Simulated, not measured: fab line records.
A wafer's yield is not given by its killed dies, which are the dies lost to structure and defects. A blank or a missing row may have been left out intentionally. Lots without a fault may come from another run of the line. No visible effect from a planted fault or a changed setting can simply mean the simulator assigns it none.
A lot that was struck, set against a sound lot    flow n5-finfet    25 out of 1938 route steps
Sound: the wafers L602.2, L602.4, L602.6. Struck: wafer L599.4. The cause comes at the end.
Per side, at each step with rows, come the tool, then ch with its chambers, and then its first start. Under that, the readings that differ: sound wafers    struck wafers    difference of the means    sigmas: that difference in standard deviations of wafers without a fault.
alike: a reading whose means differ by less than 2 such deviations, as well as words and numbers matching on both sides. not compared: withheld readings; readings where some wafer has no value; bounds like >300 that might hide an equal value; numbers whose values overlap and for which the record gives no deviation.
The two part at a step that has a row with sigmas, a row that says differs or no value, or rows on one side only. Numbers that don't overlap but have no deviation are shown without sigmas and don't part them. A reading missing from all wafers of one side parts the sides only when that side holds two or more wafers.

first, 11 steps without rows for these wafers: N5_BEOL_M15_VIA_ETCH_16 (etches SiO2 in C4F8/O2/Ar, target depth 1792.2 nm); N5_BEOL_M15_STRIP_63 (strips in O2); N5_BEOL_M15_STRIP_64 (strips in O2); N5_BEOL_M15_STRIP_65 (strips in post etch residue remover, time 60 s); N5_BEOL_M15_SRD_66 (time 30 s, dry time 30 s); N5_BEOL_M15_COAT_56 (time 60 s, resist thk 550 nm); N5_BEOL_M15_ETCH_57 (etches SOC in N2/H2, time 750 s); N5_BEOL_M15_COAT_60 (time 60 s, resist thk 89 nm); N5_BEOL_M15_COAT_22 (resist thk 800 nm); N5_BEOL_M15_EBR_24; N5_BEOL_M15_SOFTBAKE_23 (time 60 s).
N5_BEOL_M15_EXPOSE_25: exposes mask M15, target cd 400 nm.
  sound on krf-scanner-02 ch 0, day 18 02:29; struck on krf-scanner-01 ch 0, day 16 15:41
reading               sound              struck  difference  sigmas
exposure-dose-mJ-cm2  35.45 35.46 35.46  33.39   -2.07       -61
  alike: mask
then, 3 steps without rows for these wafers: N5_BEOL_M15_PEB_26 (peb time 90 s); N5_BEOL_M15_DEVELOP_27 (develop time 45 s); N5_BEOL_M15_HARDBAKE_32 (time 120 s).
N5_BEOL_M15_CD_MEAS_28: target cd 407.6 nm.
  sound on cd-sem-03 ch 0, day 18 02:39; struck on cd-sem-01 ch 0, day 16 15:50
reading     sound              struck  difference  sigmas
cd-nm (nm)  409.3 410.1 408.1  394.5   -14.7       -9
N5_BEOL_M15_DESCUM_33: chemistry O2, time 7.9 s.
  sound on rie-diel-06 ch 2,3, day 18 02:44; struck on rie-diel-01 ch 3, day 16 16:17
reading                    sound            struck  difference  sigmas
model.BEOL_M15.cd-nm (nm)  408.4 409.8 408  394.4   -14.3       
  alike: chamber-pressure-mTorr, drypump-motor-current-A, oes-product-au, rf-vpp-V, showerhead-plenum-p-Torr, throttle-valve-pct
  not compared: rf-hours-counter-h
then, 5 steps without rows for these wafers: N5_BEOL_M15_ETCH_61 (etches BARC in N2/H2, target depth 89 nm, overetch 26.7 nm, time 67.9 s); N5_BEOL_M15_TRENCH_ETCH_34 (etches SiO2 in C4F8/O2/Ar, target depth 872.93 nm, time 199 s); N5_BEOL_M15_STRIP_36 (strips in O2); N5_BEOL_M15_STRIP_62 (strips in O2); N5_BEOL_M15_STRIP_37 (strips in O2).
N5_BEOL_M15_ETCH_38: etches SiCN in CF4/N2, target depth 106.4 nm, time 120.5 s.
  sound: rie-diel-06 ch 0,1,3; struck: rie-diel-01 ch 1
reading                    sound              struck  difference  sigmas
model.BEOL_M15.cd-nm (nm)  401.4 402.4 400.2  386.8   -14.5       
  alike: chamber-pressure-mTorr, drypump-motor-current-A, oes-product-au, rf-vpp-V, showerhead-plenum-p-Torr, throttle-valve-pct
  not compared: rf-hours-counter-h
then, 1 step without rows for these wafers: N5_BEOL_M15_PRECLEAN_39 (cleans in residue remover, time 60 s).
N5_PASSIVATION_PROBE_49:
  sound on prober-02, day 18 22:48; struck on prober-01, day 17 13:59
reading          sound     struck  difference  sigmas
killed_at_M4_up  19 26 23  10      -13         -2
  alike: defect-limited-yield, killed_at_M0_to_M3, killed-at-contacts, killed-at-front-end, killed-at-other, killed-dies, killed-open, killed-short, sort_bin_5_function, sort_bin_6_memory, sort-n-pass, sort-yield-pct

WHERE THEY PART
First at N5_BEOL_M15_EXPOSE_25; last, within this record, at N5_PASSIVATION_PROBE_49.

WHY: what had been put in by the simulator
Process parameters drifting: krf-scanner-01 at N5_BEOL_M15_EXPOSE_25, beginning at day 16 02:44. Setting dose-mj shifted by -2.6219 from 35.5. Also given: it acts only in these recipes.
